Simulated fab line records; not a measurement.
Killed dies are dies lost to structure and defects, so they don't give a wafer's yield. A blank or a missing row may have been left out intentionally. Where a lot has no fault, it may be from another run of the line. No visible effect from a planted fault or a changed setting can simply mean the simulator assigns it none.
A struck lot beside a sound one    flow nand harc    15 steps out of a route of 1159
Sound: these wafers, L712.1, L712.4, L712.6. Struck: wafer L727.4 (L727.1, L727.2, from the same lot, were not struck and are left out); the cause is given at the end.
At each step with rows: each side's tool, then ch and its chambers, then its first start. Under that, the readings that differ: sound wafers    struck wafers    difference of the means    sigmas: that difference in standard deviations of wafers without a fault.
alike: words and numbers the same on both sides, and readings whose means are apart by under 2 such deviations; not compared: readings that were withheld, readings missing a value for some wafer, numbers with overlapping values and no deviation given by the record, and bounds like >300 which may hide the same value.
The two part at a step that has a row with sigmas, a row that says differs or no value, or rows on one side only. Numbers that have no deviation but don't overlap get no sigmas and don't part them. Lack of a reading on every wafer of one side parts them only where that side has two or more wafers.

first, 7 steps without rows for these wafers: NHARC_P_STI_COAT_41 (time 65 s); NHARC_P_STI_COAT_03 (resist thk 600 nm); NHARC_P_STI_SOFTBAKE_04 (time 70 s); NHARC_P_STI_EBR_05; NHARC_P_STI_EXPOSE_06 (exposes mask P STI, target cd 200 nm); NHARC_P_STI_PEB_07 (peb time 80 s); NHARC_P_STI_DEVELOP_08 (time 50 s).
NHARC_P_STI_CD_MEAS_09 targets a cd of 200 nm.
  sound on cd sem-03 ch 0, day 3 01:08; struck on cd sem-03 ch 0, day 6 19:55
reading     sound              struck  difference  sigmas
cd nm (nm)  199.2 198.8 199.8  202.9   +3.6        +2
NHARC_P_STI_OVL_MEAS_10:
  sound on overlay-02 at day 3 01:13; struck on overlay-01 at day 6 20:00
  alike: overlay x nm, overlay y nm
NHARC_P_STI_INSPECT_11:
  sound on defect inspect-02 at day 3 01:15; struck on defect inspect-02 at day 6 20:02
  alike: raw defect count
then, 1 step without rows for these wafers: NHARC_P_STI_HARDBAKE_13 (time 65 s).
NHARC_P_STI_DESCUM_14: chemistry O2, time 3 s.
  sound on rie diel-03 ch 0,2,3, day 3 01:24; struck on rie diel-07 ch 2, day 6 20:10
  alike: drypump motor current A, oes product au, rf vpp V, showerhead plenum p Torr, throttle valve pct
  not compared: rf hours counter h
NHARC_P_STI_ETCH_42: etches the open film in N2/H2, target depth 80 nm, overetch 24 nm, time 61 s.
  sound on rie diel-03 ch 1,2,3, day 3 01:28; struck on rie diel-07 ch 0, day 6 20:16
reading                sound              struck  difference  sigmas
oes product au (a.u.)  1.011 0.987 1.015  0.855   -0.149      -18
  alike: drypump motor current A, rf fwd power W, rf vpp V, showerhead plenum p Torr, throttle valve pct
  not compared: rf hours counter h
NHARC_P_STI_ETCH_31: etches the open film in CF4/CHF3, target depth 108.9 nm, time 54.5 s.
  sound: rie diel-03 ch 0,3; struck: rie diel-07 ch 2
  alike: drypump motor current A, oes product au, rf fwd power W, rf vpp V, showerhead plenum p Torr, throttle valve pct
  not compared: rf hours counter h
next, for these wafers, 1 step has no rows: NHARC_END_SORT_01.

## WHERE THEY PART
Last at NHARC_P_STI_ETCH_42 as far as this record goes, first at NHARC_P_STI_CD_MEAS_09. Later steps at which nothing parts them and some readings are alike: NHARC_P_STI_ETCH_31.

WHY: whatever the simulator had introduced
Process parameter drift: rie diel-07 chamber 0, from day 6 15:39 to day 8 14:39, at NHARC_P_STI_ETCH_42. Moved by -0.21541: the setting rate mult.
